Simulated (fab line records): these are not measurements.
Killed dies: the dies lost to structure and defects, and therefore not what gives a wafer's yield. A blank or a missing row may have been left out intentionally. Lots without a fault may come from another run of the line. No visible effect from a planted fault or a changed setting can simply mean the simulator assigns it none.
Matching of chambers -- flow n5-finfet -- N5_BEOL_M7_CURE_74 on uv-cure-01: 3 sister chambers
The step cures SiCOH lowk, time 240 s. 6 wafers are shown with their chamber, then 12 later ones without.

## WAFERS WITH THEIR CHAMBER
wafer,chamber,wafer_temp_C_max,lamp-power-pct (%)
L083.2,1,387.4,52.29
L083.6,1,386.5,52.35
L088.4,0,387.5,52.36
L088.5,0,387.7,52.28
L087.4,2,386.8,52.34
L087.5,2,386.6,52.25

## WAFERS WITH NO CHAMBER GIVEN
wafer,wafer_temp_C_max,lamp-power-pct (%)
L091.2,387.1,52.32
L091.3,387.4,52.39
L091.6,387.2,52.21
L090.3,386.9,52.33
L090.4,386.1,52.31
L090.5,386.5,52.34
L089.1,387.8,52.31
L089.2,386.7,52.25
L089.6,386.5,52.38
L093.1,386.9,52.30
L093.2,386.2,52.19
L093.5,387.7,52.32

## THE CHAMBER EACH PASSED THROUGH
wafer,from the rows above,in truth
L091.2,can't be placed: 1 or 2 or 0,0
L091.3,can't be placed: 0 or 1 or 2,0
L091.6,can't be placed: 2 or 1 or 0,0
L090.3,can't be placed: 1 or 2 or 0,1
L090.4,can't be placed: 2 or 1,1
L090.5,can't be placed: 2 or 1 or 0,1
L089.1,can't be placed: 0 or 1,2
L089.2,can't be placed: 2 or 1 or 0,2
L089.6,can't be placed: 1 or 2 or 0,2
L093.1,can't be placed: 1 or 2 or 0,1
L093.2,can't be placed: 2 or 1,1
L093.5,can't be placed: 0 or 1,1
Placed correctly: 0 of 12. Cannot be placed on the basis of these rows: 12; the candidates contain the true chamber in 11. 0 placed wrongly.
How it was worked out, from the rows above alone: a wafer's distance from a chamber is the root of the sum, over the readings, of the square of ((its reading less the chamber's mean) divided by the reading's scatter). If the next closest chamber is less than 2 further off than the closest, the wafer can't be placed; otherwise it belongs to the closest. A chamber's mean is the mean of its shown wafers. The scatter: take each reading less its chamber's mean, square it, sum over the shown wafers, divide by the number of wafers less the number of chambers, and take the root.
